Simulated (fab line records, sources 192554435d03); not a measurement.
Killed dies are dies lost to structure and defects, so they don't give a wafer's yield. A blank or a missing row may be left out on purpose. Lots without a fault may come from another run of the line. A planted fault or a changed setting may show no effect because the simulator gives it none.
Split-lot experiment | flow n5_finfet | 7 lots, 21 wafers read, on a route of 1938 steps

THE SPLIT
At N5_MOL_CONTACT_COAG_COAT_02 (resist thk 30 nm), the setting spin_rpm was moved away from the recipe's 1500 rpm on 9 of the 21 wafers read, by -9.1% to +4.5%. The other wafers ran this setting at the recipe's value.

FROM THE SPLIT TO THE READING: what the file shows between them, 2 steps
- N5_MOL_CONTACT_COAG_EBR_04
- N5_MOL_CONTACT_COAG_SOFTBAKE_03: time 60 s

THE READING
CAR-EUV_of_MOL_CONTACT_COAG_COAT_02.thk_nm (the simulator's own value, which no gauge read), in nm, at N5_MOL_CONTACT_COAG_DESCUM_13 (chemistry O2, time 7 s). The file gives no usual value for it. The 12 wafers here that ran the recipe average 26.1 nm, standard deviation 0.087 nm.

wafer  | tool, chamber at the split | spin_rpm as run, rpm | against the recipe | CAR-EUV_of_MOL_CONTACT_COAG_COAT_02.thk_nm, nm | against lot-mates on the recipe
L076.2 | litho_track-04, 0          | 1500                 | recipe             | 26                                             | -
L076.5 | litho_track-04, 0          | 1500                 | recipe             | 26                                             | -
L076.6 | litho_track-04, 0          | 1500                 | recipe             | 26                                             | -
L077.1 | litho_track-05, 0          | 1565                 | +4.3%              | 25.2                                           | -1.0
L077.2 | litho_track-05, 0          | 1500                 | recipe             | 26.2                                           | -
L077.4 | litho_track-05, 0          | 1565                 | +4.3%              | 25.4                                           | -0.8
L082.1 | litho_track-01, 0          | 1500                 | recipe             | 26                                             | -
L082.5 | litho_track-01, 0          | 1500                 | recipe             | 26                                             | -
L082.4 | litho_track-01, 0          | 1363                 | -9.1%              | 27.6                                           | +1.6
L083.2 | litho_track-05, 0          | 1426                 | -4.9%              | 26.8                                           | no lot-mate on the recipe
L083.3 | litho_track-05, 0          | 1426                 | -4.9%              | 26.8                                           | no lot-mate on the recipe
L083.5 | litho_track-05, 0          | 1426                 | -4.9%              | 27                                             | no lot-mate on the recipe
L090.1 | litho_track-04, 0          | 1411                 | -5.9%              | 27                                             | +1.0
L090.2 | litho_track-04, 0          | 1411                 | -5.9%              | 27                                             | +1.0
L090.5 | litho_track-04, 0          | 1500                 | recipe             | 26                                             | -
L094.3 | litho_track-05, 0          | 1500                 | recipe             | 26                                             | -
L094.6 | litho_track-05, 0          | 1500                 | recipe             | 26                                             | -
L094.4 | litho_track-05, 0          | 1500                 | recipe             | 26.2                                           | -
L096.1 | litho_track-05, 0          | 1500                 | recipe             | 26.2                                           | -
L096.2 | litho_track-05, 0          | 1568                 | +4.5%              | 25.4                                           | -0.7
L096.5 | litho_track-05, 0          | 1500                 | recipe             | 26                                             | -

THE FIT
A straight line over all 21 wafers: CAR-EUV_of_MOL_CONTACT_COAG_COAT_02.thk_nm changes by -0.165 nm for each +1% of spin_rpm; r = -0.99; the points scatter about the line by 0.09 nm.
The same after taking each lot's own level away (the mean of its wafers on the recipe; 18 wafers): -0.177 nm for each +1%; r = -0.99; scatter 0.084 nm.
On that fit, the largest move of spin_rpm shifts the reading by 1.6 nm.
The lots' own levels span 26.00 to 26.20 nm, that is 2.3 times the standard deviation above.
So the lot-to-lot level changes the slope little: the two slopes agree.
Check: with one of the wafers moved furthest among these (-9.1%) left out of the fit, the line predicts +1.61 nm for it against its lot-mates. It came out at +1.6 nm against them.

OTHER SPLITS ON THESE WAFERS
These wafers also went through other splits before the reading. Each is held against what the fit with the lots' levels taken away leaves over:
other split on the same wafers | wafers away from the commonest value | r with CAR-EUV_of_MOL_CONTACT_COAG_COAT_02.thk_nm (lot level and that fit taken away)
N5_GATE_CUT_EXPOSE_10 dose_mj  | 6                                    | -0.35
N5_GATE_CUT_ALD_22 ald_cycles  | 4                                    | -0.19

THE WHOLE CHAIN: every reading that the file lists as answering this split, in the file's order
step                          | what it does           | reading                                                                                     | change (the file's fit)               | r (the file's)
N5_MOL_CONTACT_COAG_COAT_02   | resist thk 30 nm       | CAR-EUV_of_MOL_CONTACT_COAG_COAT_02.thk_nm (the simulator's own value, which no gauge read) | -0.16 nm for each +1% of the setting  | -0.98
N5_MOL_CONTACT_COAG_DESCUM_13 | chemistry O2, time 7 s | CAR-EUV_of_MOL_CONTACT_COAG_COAT_02.thk_nm (the simulator's own value, which no gauge read) | -0.175 nm for each +1% of the setting | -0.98

THE FILE'S OWN FIT
CAR-EUV_of_MOL_CONTACT_COAG_COAT_02.thk_nm changes by -0.175 nm for each +1% of spin_rpm, r = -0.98.
